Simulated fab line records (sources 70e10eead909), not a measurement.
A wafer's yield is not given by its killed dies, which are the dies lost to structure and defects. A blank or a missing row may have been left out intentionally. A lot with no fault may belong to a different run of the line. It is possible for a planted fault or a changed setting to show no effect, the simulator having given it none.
Matching of chambers	flow nand harc	NHARC_A_SGD_CUT_DEP_00 on pecvd-01: 3 sister chambers
The step deposits SiNx, target thk 50 nm. 6 wafers are shown with their chamber, then 7 later ones without.

WAFERS PAIRED WITH THEIR CHAMBERS
wafer	chamber	heater power w (W)
L977.4	1	862
L979.2	2	704
L979.5	1	835
L979.6	0	726
L982.3	0	823
L982.4	2	717

WAFERS WITH NO CHAMBER GIVEN
wafer	heater power w (W)
L982.5	835
L996.1	701
L996.2	724
L996.6	884
L994.1	727
L994.3	768
L994.5	772

CHAMBER TAKEN BY EACH
wafer	from the rows above	in truth
L982.5	can't be placed: 1 or 0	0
L996.1	can't be placed: 2 or 0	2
L996.2	can't be placed: 2 or 0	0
L996.6	can't be placed: 1 or 0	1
L994.1	can't be placed: 2 or 0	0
L994.3	can't be placed: 0 or 2 or 1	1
L994.5	can't be placed: 0 or 2 or 1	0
Correctly placed: 0 of 7. From these rows, 7 cannot be placed; in 7 the true chamber is one of the candidates. Number placed wrongly: 0.
How it was worked out, from the rows above alone: a wafer's distance from a chamber is the root of the sum, over the readings, of the square of ((its reading less the chamber's mean) divided by the reading's scatter). The wafer belongs to the nearest chamber; if the next one is less than 2 further off, it can't be placed. For every chamber, the mean is computed from those of its wafers that are shown. The scatter: the root of (the sum of the squares of (reading less its chamber's mean) over the shown wafers, divided by (wafers less chambers)).
